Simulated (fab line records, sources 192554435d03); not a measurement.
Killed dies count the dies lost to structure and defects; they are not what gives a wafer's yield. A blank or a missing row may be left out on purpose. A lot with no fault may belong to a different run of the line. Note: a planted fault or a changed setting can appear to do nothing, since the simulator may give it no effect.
Struck lot and sound lot, side by side	flow n5_finfet	25 steps out of a route of 1938
Sound: wafers L830.3, L830.4, L830.6. Wafers struck: L834.2, L834.4, L834.5. The cause is given at the end.
Order at every step that has rows: each side's tool, ch and its chambers, its first start. Under that, the readings that differ: sound wafers	struck wafers	difference of the means	sigmas: that difference in standard deviations of wafers without a fault.
alike: a reading whose means differ by less than 2 such deviations, as well as words and numbers matching on both sides. not compared: withheld readings; readings where some wafer has no value; bounds like >300 that might hide an equal value; numbers whose values overlap and for which the record gives no deviation.
The two part at a step that has a row with sigmas, a row that says differs or no value, or rows on one side only. Numbers that don't overlap but have no deviation are shown without sigmas and don't part them. A reading missing from all wafers of one side parts the sides only when that side holds two or more wafers.

first, 4 steps without rows for these wafers: N5_ZERO_LAYER_EXPOSE_08 (exposes mask ZERO, defocus 0 nm, target cd 2000 nm); N5_ZERO_LAYER_PEB_09; N5_ZERO_LAYER_DEVELOP_10 (develop time 60 s); N5_ZERO_LAYER_HARDBAKE_23 (time 120 s).
N5_ZERO_LAYER_CD_MEAS_11 targets a cd of 2000 nm.
  sound on cd_sem-03 ch 0, day 2 06:40; struck on cd_sem-03 ch 0, day 3 06:38
  alike: cd_nm
N5_ZERO_LAYER_DESCUM_16: chemistry O2, time 7.9 s.
  sound on rie_diel-05 ch 1,3, day 2 07:48; struck on rie_diel-06 ch 0,2,3, day 3 06:41
  alike: drypump_motor_current_A, oes_product_au, rf_vpp_V, showerhead_plenum_p_Torr, throttle_valve_pct
  not compared: rf_hours_counter_h
N5_ZERO_LAYER_ETCH_17: etches SiO2 in CF4, target depth 12 nm, time 13.3 s.
  sound on rie_diel-05 ch 1,3, day 2 07:50; struck on rie_diel-06 ch 0,2,3, day 3 06:43
  alike: drypump_motor_current_A, oes_product_au, rf_vpp_V, showerhead_plenum_p_Torr, throttle_valve_pct
  not compared: rf_hours_counter_h
N5_ZERO_LAYER_ETCH_18: etches Si in HBr/Cl2, target depth 120 nm, time 40 s.
  sound on rie_si-05 ch 1,3, day 2 07:55; struck on rie_si-02 ch 1,3, day 3 06:47
  alike: HBr_flow_sccm, drypump_motor_current_A, oes_product_au, throttle_valve_pct
  not compared: rf_hours_counter_h
N5_ZERO_LAYER_STRIP_24: strips in O2.
  sound on plasma_asher-02 ch 0,1, day 2 08:02; struck on plasma_asher-02 ch 0,1, day 3 06:53
  alike: drypump_motor_current_A, heater_power_w, oes_product_au, strip_time_to_endpoint_s
  not compared: rf_hours_counter_h
then, 1 step without rows for these wafers: N5_ZERO_LAYER_STRIP_19 (strips in SPM, time 900 s).
N5_ZERO_LAYER_INSPECT_20: inspects for defects (darkfield).
  sound on defect_inspect-02, day 2 08:22; struck on defect_inspect-01, day 3 07:15
  alike: raw_defect_count
then, 1 step without rows for these wafers: N5_WELL_APT_HMDS_01 (time 60 s).
N5_WELL_APT_COAT_02: resist thk 950 nm.
  sound on litho_track-05 ch 0, day 2 08:25; struck on litho_track-02 ch 0, day 3 07:17
reading	sound	struck	difference	sigmas
spin_speed_rpm (rpm)	1356.3 1356.2 1357.6	1115.6 1113.8 1113.3	-242.5	-99 or more
model.coat_of_WELL_APT_COAT_02.thk_nm (nm)	951.1 951.2 949.6	1044 1047 1046	+95	
then, 6 steps without rows for these wafers: N5_WELL_APT_EBR_04; N5_WELL_APT_SOFTBAKE_03 (time 60 s); N5_WELL_APT_EXPOSE_05 (exposes mask NWELL, defocus 0 nm, target cd 200 nm); N5_WELL_APT_PEB_06 (peb time 90 s); N5_WELL_APT_DEVELOP_07 (develop time 45 s); N5_WELL_APT_HARDBAKE_12 (time 120 s).
N5_WELL_APT_CD_MEAS_08 targets a cd of 200 nm.
  sound on cd_sem-02 ch 0, day 2 08:41; struck on cd_sem-02 ch 0, day 3 07:34
  alike: cd_nm
N5_WELL_APT_OVL_MEAS_09:
  sound on overlay-02 ch 0, day 2 08:43; struck on overlay-02 ch 0, day 3 07:35
  alike: NWELL_OVL
N5_WELL_APT_INSPECT_10: inspects for defects (macro).
  sound on defect_inspect-02, day 2 08:44; struck on defect_inspect-01, day 3 07:37
  alike: raw_defect_count
N5_WELL_APT_DESCUM_13: chemistry O2, time 7.9 s.
  sound on rie_diel-04 ch 0,1, day 2 08:46; struck on rie_diel-04 ch 0,2, day 3 07:47
reading	sound	struck	difference	sigmas
model.coat_of_WELL_APT_COAT_02.thk_nm (nm)	933 933 931.4	1026 1029 1028	+95	
  alike: drypump_motor_current_A, oes_product_au, rf_vpp_V, showerhead_plenum_p_Torr, throttle_valve_pct
  not compared: rf_hours_counter_h, model.WELL_APT.cd_nm
then, 1 step without rows for these wafers: N5_WELL_APT_IMPLANT_14.
-- record jumps: 11 days separate the struck wafers' starts on either side; left off in module WELL_APT, taken up again in module PASSIVATION, whose first shown step is the route's number 1936 --
N5_PASSIVATION_PROBE_49:
  the record has rows for the struck wafers here (prober-01, day 13 23:04) and none for the sound ones

## WHERE THEY PART
At N5_WELL_APT_COAT_02 first; at N5_PASSIVATION_PROBE_49 last (within this record only).

WHY: whatever the simulator had introduced
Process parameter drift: litho_track-02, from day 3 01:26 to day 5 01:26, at N5_WELL_APT_COAT_02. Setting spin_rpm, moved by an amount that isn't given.
